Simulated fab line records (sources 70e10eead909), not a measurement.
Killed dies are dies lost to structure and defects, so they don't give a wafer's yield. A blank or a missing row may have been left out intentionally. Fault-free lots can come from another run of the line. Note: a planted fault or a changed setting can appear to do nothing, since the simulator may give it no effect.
Chamber matching | flow nand harc | NHARC_P_GATE_ETCH_104 on rie diel-01: 4 sister chambers
The step etches the open film in CF4/CHF3, target depth 60 nm. 8 wafers are shown with their chamber, then 6 later ones without.

## WAFERS, EACH WITH ITS CHAMBER
wafer  | chamber | drypump motor current A (A) | rf fwd power W (W)
L749.2 | 2       | 5.76                        | 494
L750.1 | 3       | 5.87                        | 494
L750.3 | 0       | 6.04                        | 487
L752.2 | 1       | 5.38                        | 490
L752.3 | 0       | 6.02                        | 488
L752.5 | 2       | 5.74                        | 496
L756.2 | 1       | 5.39                        | 490
L756.5 | 3       | 5.81                        | 493

## WAFERS WITHOUT THEIR CHAMBER
wafer  | drypump motor current A (A) | rf fwd power W (W)
L768.2 | 5.41                        | 492
L768.3 | 5.89                        | 496
L768.4 | 6.06                        | 487
L771.1 | 5.41                        | 491
L771.3 | 6.03                        | 489
L771.5 | 5.40                        | 491

## WHICH CHAMBER EACH WENT THROUGH
wafer  | from the rows above | in truth
L768.2 | 1                   | 1
L768.3 | 3                   | 3
L768.4 | 0                   | 0
L771.1 | 1                   | 1
L771.3 | 0                   | 0
L771.5 | 1                   | 1
Correct placement for 6 of the 6. From these rows, 0 cannot be placed. Wrongly placed: 0.
How it was worked out, from the rows above alone: a wafer's distance from a chamber is the root of the sum, over the readings, of the square of ((its reading less the chamber's mean) divided by the reading's scatter). If the next closest chamber is less than 2 further off than the closest, the wafer can't be placed; otherwise it belongs to the closest. Each chamber's mean is taken over the wafers shown for it. The scatter: the root of (the sum of the squares of (reading less its chamber's mean) over the shown wafers, divided by (wafers less chambers)).
